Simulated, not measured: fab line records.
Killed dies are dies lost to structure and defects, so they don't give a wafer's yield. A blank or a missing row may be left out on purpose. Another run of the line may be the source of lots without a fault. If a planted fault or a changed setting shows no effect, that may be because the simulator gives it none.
Chamber matching	flow n5-finfet	rie-diel-01 running N5_BEOL_M8_STRIP_36: 4 sister chambers
The step strips in N2/H2. 4 wafers are shown with their chamber, then 7 later ones without.

## WAFERS, EACH WITH ITS CHAMBER
wafer	chamber	showerhead-plenum-p-Torr (Torr)
L077.1	1	2.61
L081.1	3	2.67
L086.2	2	2.42
L086.3	0	2.51

## WAFERS WITHOUT THEIR CHAMBER
wafer	showerhead-plenum-p-Torr (Torr)
L086.4	2.51
L088.1	2.41
L088.2	2.67
L088.5	2.41
L087.2	2.61
L087.4	2.67
L087.6	2.67

## CHAMBER TAKEN BY EACH
wafer	from the rows above	in truth
L086.4	0	0
L088.1	2	2
L088.2	3	3
L088.5	2	2
L087.2	1	1
L087.4	3	3
L087.6	3	3
Correct placement for 7 of the 7. Left unplaced by these rows: 0. 0 placed wrongly.
How it was worked out, from the rows above alone: a wafer's distance from a chamber is the root of the sum, over the readings, of the square of ((its reading less the chamber's mean) divided by the reading's scatter). The wafer belongs to the nearest chamber; if the next one is less than 2 further off, it can't be placed. A chamber's mean is the mean of its shown wafers. The scatter: with one shown wafer a chamber, the root of the mean of the squares of how far each hidden wafer lies from its nearest shown one.
